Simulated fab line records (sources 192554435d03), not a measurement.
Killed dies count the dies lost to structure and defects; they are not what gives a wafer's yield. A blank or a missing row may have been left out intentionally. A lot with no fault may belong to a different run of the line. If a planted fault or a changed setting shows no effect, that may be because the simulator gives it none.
Matching of chambers -- flow n5Finfet -- N5_BEOL_M0_SAQP_STRIP_108 on rieDiel-04 has 4 sister chambers
The step strips in N2/H2. 8 wafers are shown with their chamber, then 7 later ones without.

## WAFERS PAIRED WITH THEIR CHAMBERS
wafer,chamber,drypumpMotorCurrentA (A),showerheadPlenumPTorr (Torr)
L078.3,3,6.5,3.36
L082.3,1,6.1,3.37
L082.4,0,5.4,3.55
L084.1,0,5.4,3.55
L084.3,2,6.5,3.34
L084.4,3,6.5,3.35
L086.1,2,6.5,3.34
L086.2,1,6.2,3.36

## WAFERS MISSING THEIR CHAMBER
wafer,drypumpMotorCurrentA (A),showerheadPlenumPTorr (Torr)
L086.6,6.5,3.35
L094.1,5.4,3.54
L094.3,6.1,3.36
L094.4,6.5,3.34
L096.1,6.5,3.34
L096.5,5.4,3.54
L096.6,6.2,3.35

## THE CHAMBER EACH PASSED THROUGH
wafer,from the rows above,in truth
L086.6,can't be placed: 3 or 2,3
L094.1,0,0
L094.3,1,1
L094.4,2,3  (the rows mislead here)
L096.1,2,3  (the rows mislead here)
L096.5,0,0
L096.6,1,1
4 of 7 placed correctly. From these rows, 1 cannot be placed; in 1 the true chamber is one of the candidates. Placed wrongly: 2.
How it was worked out, from the rows above alone: a wafer's distance from a chamber is the root of the sum, over the readings, of the square of ((its reading less the chamber's mean) divided by the reading's scatter). The wafer belongs to the nearest chamber; if the next one is less than 2 further off, it can't be placed. The mean given for a chamber averages the wafers shown for that chamber. The scatter: the root of (the sum of the squares of (reading less its chamber's mean) over the shown wafers, divided by (wafers less chambers)).
